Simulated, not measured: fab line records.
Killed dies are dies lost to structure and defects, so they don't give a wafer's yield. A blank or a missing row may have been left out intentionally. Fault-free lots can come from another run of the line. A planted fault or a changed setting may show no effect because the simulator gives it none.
Matching of chambers | flow n5Finfet | cmp-03 running N5_MOL_CONTACT_COAG_CMP_28: 4 sister chambers
The step polishes, stops on SiNx, t overpolish 0.85 s, target thk 14.522 nm. 14 wafers are shown with their chamber, then 7 later ones without.

EACH WAFER AND ITS CHAMBER
wafer  | chamber | motorCurrentA (A) | timeToEndpointS (s)
L074.1 | 3       | 13.2              | 6.1
L074.2 | 1       | 11.6              | 0.0
L074.3 | 2       | 12.8              | 4.5
L084.1 | 1       | 11.4              | 1.7
L084.4 | 3       | 13.8              | 5.9
L084.6 | 1       | 11.7              | 1.9
L090.1 | 1       | 11.5              | 3.7
L090.2 | 0       | 15.2              | 4.1
L090.3 | 3       | 13.3              | 5.1
L091.1 | 0       | 14.2              | 4.5
L091.5 | 3       | 13.7              | 8.1
L091.6 | 0       | 14.6              | 5.4
L092.1 | 2       | 12.7              | 7.7
L092.3 | 3       | 13.8              | 5.7

SIGNATURES, as means of the wafers listed above
reading         | chamber 0 | chamber 1 | chamber 2 | chamber 3 | scatter within a chamber
motorCurrentA   | 14.667    | 11.550    | 12.750    | 13.560    | 0.299
timeToEndpointS | 4.667     | 1.825     | 6.100     | 6.180     | 1.34
Rule: a wafer lies at a distance from a chamber equal to the root of the sum of squares, over the readings, of (its reading less the chamber's mean, divided by the reading's scatter). If the next closest chamber is less than 2 further off than the closest, the wafer can't be placed; otherwise it belongs to the closest. The scatter is the square root of a quotient: the sum, over the shown wafers, of each reading's squared deviation from its chamber's mean, divided by wafers minus chambers.

WAFERS WITH NO CHAMBER GIVEN
wafer  | motorCurrentA (A) | timeToEndpointS (s)
L092.4 | 11.2              | 4.0
L094.2 | 15.2              | 5.5
L094.3 | 14.3              | 5.8
L094.5 | 13.8              | 3.5
L095.1 | 14.6              | 10.2
L095.4 | 12.0              | 5.4
L095.6 | 12.2              | 10.9

THE CHAMBER EACH PASSED THROUGH
wafer  | from the rows above          | in truth
L092.4 | 1                            | 1
L094.2 | 0                            | 0
L094.3 | can't be placed: 0 or 3      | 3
L094.5 | can't be placed: 3 or 0 or 2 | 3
L095.1 | can't be placed: 0 or 3      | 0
L095.4 | can't be placed: 2 or 1      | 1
L095.6 | can't be placed: 2 or 3      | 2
Placed correctly: 2 of 7. Cannot be placed on the basis of these rows: 5; the candidates contain the true chamber in 5. Placed wrongly: 0.
